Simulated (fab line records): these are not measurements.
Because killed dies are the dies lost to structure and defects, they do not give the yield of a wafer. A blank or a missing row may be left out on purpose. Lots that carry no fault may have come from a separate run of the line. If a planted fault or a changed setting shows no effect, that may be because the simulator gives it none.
fab line records | flow n5Finfet
[record] lots = 7 | wafers = 21
route steps=1938 shown SDB@349 HKMG_FIN@427 GATE_CUT@490
startH: hours from the record's first day to the start of the lot's first wafer shown | waitH: hours since the lot's step before | " unchanged from the row above | L1.1+2: a single row standing in for several wafers | - value missing, or start not given | * or withheld: withheld | < > ~ a bound
route shown NAME@n: NAME is a module with steps in the file, n the number in the route of the first one | usual: mean/standard deviation taken from wafers without a fault | same: alike in all rows | chamber/n: place in a boat | sites: the reading at each site | _std_site: how widely they spread, as a standard deviation | _edge_site: the outer-site mean with the inner-site mean subtracted | radiusMm: how far each site lies from the wafer's centre | mask NAME#n: copy n | behind: the tool/chamber that last shaped the wafer | hold: reason for holding the lot/hours on hold/outcome of the hold | device: whichever transistor did not switch (one of n, p or np) | end of line: the route-end tests of the same wafers | for a step that has no rows: nothing shown but its recipe | killed: not the wafer's yield, but the dies lost to structure and defects at the first sort | map: a wafer's dies, x killed, . not, _ none there
set.NAME: the run value of the setting; set.NAME@STEP: its run value at that earlier step | model.NAME: the simulator's own value behind a step, which no gauge read
one table per step and one row per wafer, for lots whose settings were changed on purpose
[[steps]]
[step N5_SDB_COAT_04]
[recipe] resist = SiARC | tempC = 220 | timeS = 60 | spinRpm = 1500 | resistThkNm = 18
lot.wafer  | tool          | chamber | startH | waitH | set.spinRpm | model.SiARC_of_SDB_COAT_04.thkNm
L076.4+5   | lithoTrack-02 | 0       | -      | -     | 1544        | 17.8
L076.6     | "             | 0       | "      | "     | 1500        | 18
L079.2+3+4 | lithoTrack-04 | 0       | -      | -     | 1500        | 18
L080.1+6   | lithoTrack-04 | 0       | -      | -     | 1596        | 17.4
L080.3     | "             | 0       | "      | "     | 1500        | 18
L084.1+4   | lithoTrack-04 | 0       | -      | -     | 1658        | 17
L084.2     | "             | 0       | "      | "     | 1500        | 18
L087.2+3+4 | lithoTrack-04 | 0       | -      | -     | 1500        | 18
L088.3+5   | lithoTrack-02 | 0       | -      | -     | 1500        | 18
L088.4     | "             | 0       | "      | "     | 1380        | 18.8
L092.1     | lithoTrack-01 | 0       | -      | -     | 1500        | 18
L092.2+3   | "             | 0       | "      | "     | 1557        | 17.8
[step N5_SDB_COAT_05]
[recipe] resist = CAR-ArF | spinRpm = 1500 | resistThkNm = 90
[step N5_SDB_EBR_07]
[recipe] solvent = PGMEA | ebrWidthMm = 1.5
[step N5_SDB_DESCUM_16]
[recipe] chemistry = O2 | timeS = 7.9 | sourcePowerW = 50 | biasPowerW = 20 | pressureMtorr = 20 | rfFrequencyHz = 2.712e+07 | tempC = 40 | resist = CAR-ArF | o2FlowSccm = 225
[step N5_SDB_ETCH_17]
[recipe] chemistry = CF4 | target = SiARC | targetDepthA = 234 | maskMaterial = CAR-ArF | timeS = 39 | ionEnergyEv = 80 | pressureMtorr = 40 | sourceW = 545 | biasW = 36 | Ar_flow_sccm = 100 | cf4FlowSccm = 100 | ends = cleared
lot.wafer | tool       | chamber | startH | waitH | set.spinRpm@SDB_COAT_04 | model.etch.depthNm
L076.4    | rieDiel-04 | 1       | 77.98  | 0.0   | 1544                    | 17.8
L076.5    | "          | 3       | "      | "     | 1544                    | 17.79
L076.6    | "          | 2       | "      | "     | 1500                    | 18.03
L079.2    | rieDiel-03 | 3       | 101.36 | 0.0   | 1500                    | 18.01
L079.3    | "          | 2       | "      | "     | 1500                    | 17.98
L079.4    | "          | 1       | "      | "     | 1500                    | 18
L080.1    | rieDiel-03 | 3       | 101.64 | 0.0   | 1596                    | 17.34
L080.3    | "          | 1       | "      | "     | 1500                    | 17.96
L080.6    | "          | 2       | "      | "     | 1596                    | 17.45
L084.1    | rieDiel-04 | 0       | 130.91 | 0.0   | 1658                    | 17.04
L084.2    | "          | 2       | "      | "     | 1500                    | 17.93
L084.4    | "          | 3       | "      | "     | 1658                    | 17.05
L087.2+4  | rieDiel-03 | 3,2     | 144.36 | 0.0   | 1500                    | 18.05
L087.3    | "          | 1       | "      | "     | 1500                    | 18.03
L088.3    | rieDiel-05 | 3       | 154.29 | 0.0   | 1500                    | 17.94
L088.4    | "          | 2       | "      | "     | 1380                    | 18.77
L088.5    | "          | 0       | "      | "     | 1500                    | 17.97
L092.1    | rieDiel-04 | 0       | 178.54 | 0.0   | 1500                    | 18.02
L092.2    | "          | 3       | "      | "     | 1557                    | 17.76
L092.3    | "          | 2       | "      | "     | 1557                    | 17.77
[step N5_SDB_ETCH_18]
[recipe] chemistry = N2/H2 | target = SOC | targetDepthA = 1000 | overetchA = 200 | maskMaterial = SiARC | tempC = 40 | timeS = 150 | ionEnergyEv = 200 | pressureMtorr = 30 | sourceW = 840 | biasW = 150 | n2FlowSccm = 200 | h2FlowSccm = 200
lot.wafer | tool       | chamber | startH | waitH | set.spinRpm@SDB_COAT_03 | set.spinRpm@SDB_COAT_04 | model.etch.depthNm | model.SiARC_of_SDB_COAT_04.thkNm
L076.4    | rieDiel-04 | 1       | 78.01  | 0.0   | 1500                    | 1544                    | 99.7               | 12.4
L076.5    | "          | 3       | "      | "     | 1500                    | 1544                    | 99.85              | 12.6
L076.6    | "          | 2       | "      | "     | 1663                    | 1500                    | 95.09              | 13
L079.2    | rieDiel-03 | 3       | 101.39 | 0.0   | 1362                    | 1500                    | 104.8              | 12.6
L079.3    | "          | 2       | "      | "     | 1500                    | 1500                    | 99.99              | 12.4
L079.4    | "          | 1       | "      | "     | 1362                    | 1500                    | 104.9              | 12.6
L080.1    | rieDiel-03 | 3       | 101.68 | 0.0   | 1342                    | 1596                    | 105.4              | 11.8
L080.3    | "          | 1       | "      | "     | 1500                    | 1500                    | 100.2              | 12.4
L080.6    | "          | 2       | "      | "     | 1500                    | 1596                    | 100                | 11.8
L084.1+4  | rieDiel-04 | 0,3     | 130.95 | 0.0   | 1500                    | 1658                    | 100.2              | 12
L084.2    | "          | 2       | "      | "     | 1500                    | 1500                    | 100.1              | 13
L087.2    | rieDiel-03 | 3       | 144.39 | 0.0   | 1500                    | 1500                    | 100.5              | 12.8
L087.3    | "          | 1       | "      | "     | 1500                    | 1500                    | 100.2              | 12.6
L087.4    | "          | 2       | "      | "     | 1500                    | 1500                    | 100.1              | 12.6
L088.3    | rieDiel-05 | 3       | 154.33 | 0.0   | 1500                    | 1500                    | 99.97              | 12.6
L088.4    | "          | 2       | "      | "     | 1500                    | 1380                    | 100.1              | 13.2
L088.5    | "          | 0       | "      | "     | 1663                    | 1500                    | 95.09              | 12.8
L092.1    | rieDiel-04 | 0       | 178.58 | 0.0   | 1500                    | 1500                    | 100.4              | 13
L092.2    | "          | 3       | "      | "     | 1500                    | 1557                    | 100.2              | 12.8
L092.3    | "          | 2       | "      | "     | 1500                    | 1557                    | 100.1              | 12.8
[step N5_SDB_STRIP_19]
[recipe] chemistry = N2/H2 | tempC = 40 | n2FlowSccm = 200 | h2FlowSccm = 200 | rfFrequencyHz = 6e+07
[step N5_SDB_STRIP_21]
[recipe] chemistry = CF4 | resist = SiARC | powerW = 300 | biasPowerW = 75 | pressureMtorr = 50 | cf4FlowSccm = 150 | rfFrequencyHz = 6e+07
[step N5_SDB_HM_OPEN_20]
[recipe] chemistry = CH3F/O2 | target = SiNx | maskMaterial = SOC | targetDepthA = 240 | stopOn = poly-Si | overEtchFrac = 0.4 | ionEnergyEv = 120 | pressureMtorr = 30 | sourceW = 395 | biasW = 73 | Ar_flow_sccm = 150 | CH3F_flow_sccm = 30 | O2_flow_sccm = 20
lot.wafer | tool       | chamber | startH | waitH | set.spinRpm@SDB_COAT_03 | model.SOC_of_SDB_COAT_03.thkNm
L076.4    | rieDiel-04 | 1       | 78.17  | 0.0   | 1500                    | 83.6
L076.5    | "          | 3       | "      | "     | 1500                    | 84
L076.6    | "          | 2       | "      | "     | 1663                    | 79.6
L079.2+4  | rieDiel-03 | 3,1     | 101.55 | 0.0   | 1362                    | 88.6
L079.3    | "          | 2       | "      | "     | 1500                    | 83.4
L080.1    | rieDiel-03 | 3       | 101.84 | 0.0   | 1342                    | 89.2
L080.3    | "          | 1       | "      | "     | 1500                    | 83.8
L080.6    | "          | 2       | "      | "     | 1500                    | 83.2
L084.1    | rieDiel-04 | 0       | 131.10 | 0.0   | 1500                    | 84.2
L084.2+4  | "          | 2,3     | "      | "     | 1500                    | 84.6
L087.2    | rieDiel-03 | 3       | 144.55 | 0.0   | 1500                    | 84.6
L087.3    | "          | 1       | "      | "     | 1500                    | 84
L087.4    | "          | 2       | "      | "     | 1500                    | 83.4
L088.3    | rieDiel-05 | 3       | 154.48 | 0.0   | 1500                    | 83.6
L088.4    | "          | 2       | "      | "     | 1500                    | 83.2
L088.5    | "          | 0       | "      | "     | 1663                    | 79
L092.1    | rieDiel-04 | 0       | 178.73 | 0.0   | 1500                    | 84.6
L092.2+3  | "          | 3,2     | "      | "     | 1500                    | 84.8
[step N5_SDB_STRIP_22]
[recipe] chemistry = N2/H2 | powerW = 1000 | tempC = 250 | h2Frac = 0.65 | overashFraction = 0.3 | pressureMtorr = withheld | n2FlowSccm = 1750 | h2FlowSccm = 3250
[usual] stripTimeToEndpointS = 96.2/0.46
lot.wafer | tool           | chamber | startH | waitH | set.spinRpm@SDB_COAT_03 | stripTimeToEndpointS
L076.4    | plasmaAsher-01 | 0       | 78.29  | 0.1   | 1500                    | 95.8
L076.5    | "              | 0       | "      | "     | 1500                    | 96.2
L076.6    | "              | 1       | "      | "     | 1663                    | 92.0
L079.2    | plasmaAsher-02 | 1       | 101.76 | 0.2   | 1362                    | 100.5
L079.3    | "              | 1       | "      | "     | 1500                    | 95.5
L079.4    | "              | 0       | "      | "     | 1362                    | 100.5
L080.1    | plasmaAsher-02 | 0       | 101.92 | 0.1   | 1342                    | 101.1
L080.3    | "              | 1       | "      | "     | 1500                    | 96.0
L080.6    | "              | 1       | "      | "     | 1500                    | 95.5
L084.1    | plasmaAsher-02 | 0       | 131.19 | 0.1   | 1500                    | 96.5
L084.2    | "              | 1       | "      | "     | 1500                    | 96.9
L084.4    | "              | 1       | "      | "     | 1500                    | 96.7
L087.2    | plasmaAsher-02 | 0       | 144.63 | 0.1   | 1500                    | 96.7
L087.3    | "              | 1       | "      | "     | 1500                    | 96.1
L087.4    | "              | 0       | "      | "     | 1500                    | 95.7
L088.3    | plasmaAsher-02 | 1       | 154.60 | 0.1   | 1500                    | 95.8
L088.4    | "              | 0       | "      | "     | 1500                    | 95.5
L088.5    | "              | 1       | "      | "     | 1663                    | 91.6
L092.1    | plasmaAsher-01 | 1       | 178.82 | 0.1   | 1500                    | 96.9
L092.2    | "              | 0       | "      | "     | 1500                    | 96.9
L092.3    | "              | 0       | "      | "     | 1500                    | 96.9
[step N5_HKMG_FIN_EXPOSE_09]
[recipe] maskId = NWFM | na = 1.35 | sourceShape = conventional | sigmaOuter = 0.8 | polarization = unpolarized | doseMj = 39.25
lot.wafer  | tool           | chamber | startH | waitH | mask   | set.doseMj
L076.4     | arfiScanner-01 | 0       | 86.77  | -     | NWFM#0 | 39.25
L076.5+6   | "              | 0       | "      | "     | NWFM#0 | 38.21
L079.2     | arfiScanner-03 | 0       | 110.28 | -     | NWFM#0 | 39.25
L079.3+4   | "              | 0       | "      | "     | NWFM#0 | 40.51
L080.1+3+6 | arfiScanner-01 | 0       | 110.48 | -     | NWFM#0 | 39.25
L084.1+4   | arfiScanner-02 | 0       | 139.91 | -     | NWFM#0 | 39.25
L084.2     | "              | 0       | "      | "     | NWFM#0 | 40.69
L087.2+3+4 | arfiScanner-02 | 0       | 152.86 | -     | NWFM#0 | 39.25
L088.3+4   | arfiScanner-03 | 0       | 163.15 | -     | NWFM#0 | 40.71
L088.5     | "              | 0       | "      | "     | NWFM#0 | 39.25
L092.1+2   | arfiScanner-01 | 0       | 187.27 | -     | NWFM#0 | 38.24
L092.3     | "              | 0       | "      | "     | NWFM#0 | 39.25
[step N5_HKMG_FIN_PEB_10]
[recipe] pebTempC = withheld | pebTimeS = 60 | resist = CAR-ArF
[step N5_HKMG_FIN_DEVELOP_11]
[recipe] developTimeS = 30 | developer = TMAH | resist = CAR-ArF | devTempC = 23 | rinseLiquid = diw | dry = airSpin
[step N5_HKMG_FIN_CD_MEAS_12]
[recipe] targetCdNm = 92.8 | landingEnergyEv = 500 | detector = seInlens
[usual] cdNm = 92.6/0.66
lot.wafer | tool     | chamber | startH | waitH | set.doseMj@HKMG_FIN_EXPOSE_09 | cdNm
L076.4    | cdSem-01 | 0       | 86.88  | -     | 39.25                         | 93.0
L076.5    | "        | 0       | "      | "     | 38.21                         | 91.5
L076.6    | "        | 0       | "      | "     | 38.21                         | 91.8
L079.2    | cdSem-02 | 0       | 110.40 | -     | 39.25                         | 91.8
L079.3    | "        | 0       | "      | "     | 40.51                         | 94.6
L079.4    | "        | 0       | "      | "     | 40.51                         | 94.0
L080.1    | cdSem-02 | 0       | 110.60 | -     | 39.25                         | 91.1
L080.3    | "        | 0       | "      | "     | 39.25                         | 91.6
L080.6    | "        | 0       | "      | "     | 39.25                         | 92.8
L084.1    | cdSem-02 | 0       | 140.03 | -     | 39.25                         | 92.6
L084.2    | "        | 0       | "      | "     | 40.69                         | 93.6
L084.4    | "        | 0       | "      | "     | 39.25                         | 92.1
L087.2    | cdSem-02 | 0       | 152.98 | -     | 39.25                         | 91.9
L087.3    | "        | 0       | "      | "     | 39.25                         | 92.0
L087.4    | "        | 0       | "      | "     | 39.25                         | 92.3
L088.3    | cdSem-02 | 0       | 163.27 | -     | 40.71                         | 94.6
L088.4    | "        | 0       | "      | "     | 40.71                         | 95.1
L088.5    | "        | 0       | "      | "     | 39.25                         | 93.3
L092.1    | cdSem-02 | 0       | 187.40 | -     | 38.24                         | 90.9
L092.2    | "        | 0       | "      | "     | 38.24                         | 91.4
L092.3    | "        | 0       | "      | "     | 39.25                         | 93.2
[step N5_HKMG_FIN_ETCH_31]
[recipe] chemistry = CF4 | target = SiARC | targetDepthA = 455 | maskMaterial = CAR-ArF | timeS = 75.8 | ionEnergyEv = 80 | pressureMtorr = 40 | sourceW = 545 | biasW = 36 | Ar_flow_sccm = 100 | cf4FlowSccm = 100 | ends = cleared
[usual] rfVppV = 184.0/1.1
lot.wafer | tool       | chamber | startH | waitH | set.biasW | rfVppV
L076.4    | rieDiel-05 | 3       | 87.00  | 0.0   | 36        | 182.6
L076.5    | "          | 1       | "      | "     | 39.18     | 195.4
L076.6    | "          | 2       | "      | "     | 36        | 183.7
L079.2    | rieDiel-03 | 0       | 110.69 | 0.0   | 36        | 182.7
L079.3    | "          | 2       | "      | "     | 41.2      | 200.7
L079.4    | "          | 3       | "      | "     | 36        | 183.4
L080.1    | rieDiel-03 | 1       | 111.19 | 0.0   | 38.44     | 190.9
L080.3    | "          | 0       | "      | "     | 38.44     | 190.3
L080.6    | "          | 2       | "      | "     | 36        | 183.7
L084.1    | rieDiel-03 | 3       | 140.16 | 0.0   | 36        | 184.1
L084.2    | "          | 2       | "      | "     | 36        | 183.0
L084.4    | "          | 3       | "      | "     | 36        | 183.6
L087.2    | rieDiel-05 | 1       | 153.12 | 0.0   | 36        | 186.3
L087.3    | "          | 0       | "      | "     | 36        | 185.8
L087.4    | "          | 3       | "      | "     | 36        | 183.7
L088.3    | rieDiel-05 | 1       | 163.98 | 0.0   | 32.25     | 171.7
L088.4    | "          | 2       | "      | "     | 36        | 186.1
L088.5    | "          | 3       | "      | "     | 32.25     | 171.5
L092.1    | rieDiel-03 | 2       | 187.72 | 0.0   | 36        | 183.0
L092.2    | "          | 0       | "      | "     | 36        | 184.8
L092.3    | "          | 3       | "      | "     | 36        | 182.1
[step N5_GATE_CUT_DESCUM_18]
[recipe] chemistry = O2 | timeS = 7 | sourcePowerW = 50 | biasPowerW = 20 | pressureMtorr = 20 | rfFrequencyHz = 2.712e+07 | tempC = 40 | resist = CAR-EUV | o2FlowSccm = 225
lot.wafer | tool       | chamber | startH | waitH | set.timeS | model.CAR-EUV_of_GATE_CUT_COAT_07.thkNm
L076.4+6  | rieDiel-02 | 0,1     | 96.36  | 0.0   | 7         | 26.2
L076.5    | "          | 2       | "      | "     | 6.317     | 26.6
L079.2+3  | rieDiel-06 | 2,3     | 119.00 | 0.0   | 6.393     | 26.4
L079.4    | "          | 0       | "      | "     | 7         | 26.2
L080.1+3  | rieDiel-06 | 2,3     | 120.73 | 0.2   | 5.827     | 26.6
L080.6    | "          | 2       | "      | "     | 7         | 26
L084.1+2  | rieDiel-02 | 2,1     | 149.34 | 0.5   | 7         | 26.2
L084.4    | "          | 2       | "      | "     | 7         | 26
L087.2    | rieDiel-02 | 1       | 161.59 | 0.0   | 7         | 26.2
L087.3+4  | "          | 0,2     | "      | "     | 7         | 26
L088.3    | rieDiel-02 | 0       | 172.77 | 0.1   | 7.408     | 25.8
L088.4+5  | "          | 2       | "      | "     | 7         | 26
L092.1+3  | rieDiel-02 | 1,3     | 196.59 | 0.0   | 7         | 26.2
L092.2    | "          | 0       | "      | "     | 6.377     | 26.4
[step N5_GATE_CUT_ETCH_28]
[recipe] chemistry = N2/H2 | target = underlayer | targetDepthA = 130 | maskMaterial = CAR-EUV | timeS = 10.4 | ionEnergyEv = 200 | pressureMtorr = 30 | sourceW = 840 | biasW = 150 | n2FlowSccm = 200 | h2FlowSccm = 200 | ends = cleared
lot.wafer | tool       | chamber | startH | waitH | set.timeS@GATE_CUT_DESCUM_18 | model.CAR-EUV_of_GATE_CUT_COAT_07.thkNm
L076.4    | rieDiel-02 | 0       | 96.38  | 0.0   | 7                            | 14.6
L076.5    | "          | 2       | "      | "     | 6.317                        | 15
L076.6    | "          | 1       | "      | "     | 7                            | 14.8
L079.2+3  | rieDiel-06 | 2,3     | 119.03 | 0.0   | 6.393                        | 15
L079.4    | "          | 0       | "      | "     | 7                            | 14.6
L080.1+3  | rieDiel-06 | 2,3     | 120.77 | 0.0   | 5.827                        | 15
L080.6    | "          | 2       | "      | "     | 7                            | 14.6
L084.1+4  | rieDiel-02 | 2       | 149.38 | 0.0   | 7                            | 14.6
L084.2    | "          | 1       | "      | "     | 7                            | 14.8
L087.2    | rieDiel-02 | 1       | 161.62 | 0.0   | 7                            | 14.8
L087.3+4  | "          | 0,2     | "      | "     | 7                            | 14.6
L088.3    | rieDiel-02 | 0       | 172.80 | 0.0   | 7.408                        | 14.4
L088.4+5  | "          | 2       | "      | "     | 7                            | 14.6
L092.1+3  | rieDiel-02 | 1,3     | 196.62 | 0.0   | 7                            | 14.8
L092.2    | "          | 0       | "      | "     | 6.377                        | 15
[[key]]
[split] step = N5_SDB_COAT_04 | setting = spinRpm | stated = 1500 | by = wafer
[response] step = N5_SDB_COAT_04 | reading = model.SiARC_of_SDB_COAT_04.thkNm | change = -0.0926 | per = 1% | r = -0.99
[response] step = N5_SDB_ETCH_17 | reading = model.etch.depthNm | change = -0.0878 | per = 1% | r = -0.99
[response] step = N5_SDB_ETCH_18 | reading = model.SiARC_of_SDB_COAT_04.thkNm | change = -0.0862 | per = 1% | r = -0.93
[split] step = N5_HKMG_FIN_EXPOSE_09 | setting = doseMj | stated = 39.25 | by = wafer
[response] step = N5_HKMG_FIN_CD_MEAS_12 | reading = cdNm | change = +0.526 | per = 1% | r = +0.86
[split] step = N5_HKMG_FIN_ETCH_31 | setting = biasW | stated = 36 | by = wafer
[response] step = N5_HKMG_FIN_ETCH_31 | reading = rfVppV | change = +1.27 | per = 1% | r = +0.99
[split] step = N5_GATE_CUT_DESCUM_18 | setting = timeS | stated = 7 | by = wafer
[response] step = N5_GATE_CUT_DESCUM_18 | reading = model.CAR-EUV_of_GATE_CUT_COAT_07.thkNm | change = -0.033 | per = 1% | r = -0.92
[response] step = N5_GATE_CUT_ETCH_28 | reading = model.CAR-EUV_of_GATE_CUT_COAT_07.thkNm | change = -0.0284 | per = 1% | r = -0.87
split outsideThisFile step=N5_SDB_COAT_03 setting=spinRpm
// split outsideThisFile: this setting was split too, and the file shows its column; the key of that split is in another file
